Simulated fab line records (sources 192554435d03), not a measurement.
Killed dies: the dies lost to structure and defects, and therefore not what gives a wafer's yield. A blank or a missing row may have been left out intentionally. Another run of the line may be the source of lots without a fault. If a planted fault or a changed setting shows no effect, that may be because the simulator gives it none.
Chamber matching / flow n5-finfet / 4 sister chambers for N5_BEOL_M3_VIA_ETCH_34 on rie-diel-01
The step etches the open film in C4F6/O2, target depth 69.4 nm, time 65.9 s. 14 wafers are shown with their chamber, then 7 later ones without.

WAFERS WITH THEIR CHAMBER
wafer=L675.1; chamber=1; showerhead-plenum-p-Torr (Torr)=2.71; rf-vpp-V (V)=621; drypump-motor-current-A (A)=6.6
wafer=L675.4; chamber=3; showerhead-plenum-p-Torr (Torr)=2.96; rf-vpp-V (V)=719; drypump-motor-current-A (A)=6.6
wafer=L675.5; chamber=2; showerhead-plenum-p-Torr (Torr)=2.80; rf-vpp-V (V)=703; drypump-motor-current-A (A)=5.7
wafer=L678.1; chamber=3; showerhead-plenum-p-Torr (Torr)=2.96; rf-vpp-V (V)=718; drypump-motor-current-A (A)=6.6
wafer=L678.2; chamber=2; showerhead-plenum-p-Torr (Torr)=2.80; rf-vpp-V (V)=702; drypump-motor-current-A (A)=5.7
wafer=L678.3; chamber=1; showerhead-plenum-p-Torr (Torr)=2.71; rf-vpp-V (V)=621; drypump-motor-current-A (A)=6.6
wafer=L681.3; chamber=0; showerhead-plenum-p-Torr (Torr)=2.88; rf-vpp-V (V)=667; drypump-motor-current-A (A)=5.6
wafer=L681.4; chamber=3; showerhead-plenum-p-Torr (Torr)=2.96; rf-vpp-V (V)=718; drypump-motor-current-A (A)=6.6
wafer=L681.6; chamber=1; showerhead-plenum-p-Torr (Torr)=2.70; rf-vpp-V (V)=620; drypump-motor-current-A (A)=6.6
wafer=L683.2; chamber=1; showerhead-plenum-p-Torr (Torr)=2.70; rf-vpp-V (V)=621; drypump-motor-current-A (A)=6.6
wafer=L683.3; chamber=0; showerhead-plenum-p-Torr (Torr)=2.88; rf-vpp-V (V)=668; drypump-motor-current-A (A)=5.6
wafer=L683.4; chamber=3; showerhead-plenum-p-Torr (Torr)=2.96; rf-vpp-V (V)=718; drypump-motor-current-A (A)=6.6
wafer=L685.2; chamber=1; showerhead-plenum-p-Torr (Torr)=2.70; rf-vpp-V (V)=621; drypump-motor-current-A (A)=6.6
wafer=L685.3; chamber=0; showerhead-plenum-p-Torr (Torr)=2.88; rf-vpp-V (V)=669; drypump-motor-current-A (A)=5.5

SIGNATURES (means of the wafers above)
reading=showerhead-plenum-p-Torr; chamber 0=2.8800; chamber 1=2.7040; chamber 2=2.8000; chamber 3=2.9600; scatter within a chamber=0.00346
reading=rf-vpp-V; chamber 0=668.00; chamber 1=620.80; chamber 2=702.50; chamber 3=718.25; scatter within a chamber=0.636
reading=drypump-motor-current-A; chamber 0=5.567; chamber 1=6.600; chamber 2=5.700; chamber 3=6.600; scatter within a chamber=0.0258
Rule: distance of a wafer from a chamber = root of the sum over the readings of ((wafer's reading minus chamber's mean) / reading's scatter) squared. If the next closest chamber is less than 2 further off than the closest, the wafer can't be placed; otherwise it belongs to the closest. The scatter: the root of (the sum of the squares of (reading less its chamber's mean) over the shown wafers, divided by (wafers less chambers)).

WAFERS MISSING THEIR CHAMBER
wafer=L685.5; showerhead-plenum-p-Torr (Torr)=2.95; rf-vpp-V (V)=718; drypump-motor-current-A (A)=6.6
wafer=L693.2; showerhead-plenum-p-Torr (Torr)=2.79; rf-vpp-V (V)=701; drypump-motor-current-A (A)=5.7
wafer=L693.4; showerhead-plenum-p-Torr (Torr)=2.87; rf-vpp-V (V)=666; drypump-motor-current-A (A)=5.6
wafer=L693.5; showerhead-plenum-p-Torr (Torr)=2.95; rf-vpp-V (V)=718; drypump-motor-current-A (A)=6.6
wafer=L696.1; showerhead-plenum-p-Torr (Torr)=3.03; rf-vpp-V (V)=631; drypump-motor-current-A (A)=6.6
wafer=L696.5; showerhead-plenum-p-Torr (Torr)=3.03; rf-vpp-V (V)=631; drypump-motor-current-A (A)=6.6
wafer=L696.6; showerhead-plenum-p-Torr (Torr)=2.78; rf-vpp-V (V)=703; drypump-motor-current-A (A)=5.7

CHAMBER TAKEN BY EACH
wafer=L685.5; from the rows above=3; in truth=3
wafer=L693.2; from the rows above=2; in truth=2
wafer=L693.4; from the rows above=0; in truth=0
wafer=L693.5; from the rows above=3; in truth=3
wafer=L696.1; from the rows above=0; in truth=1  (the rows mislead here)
wafer=L696.5; from the rows above=0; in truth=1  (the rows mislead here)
wafer=L696.6; from the rows above=2; in truth=2
Correctly placed: 5 of 7. Not placeable from these rows: 0. 2 placed wrongly.
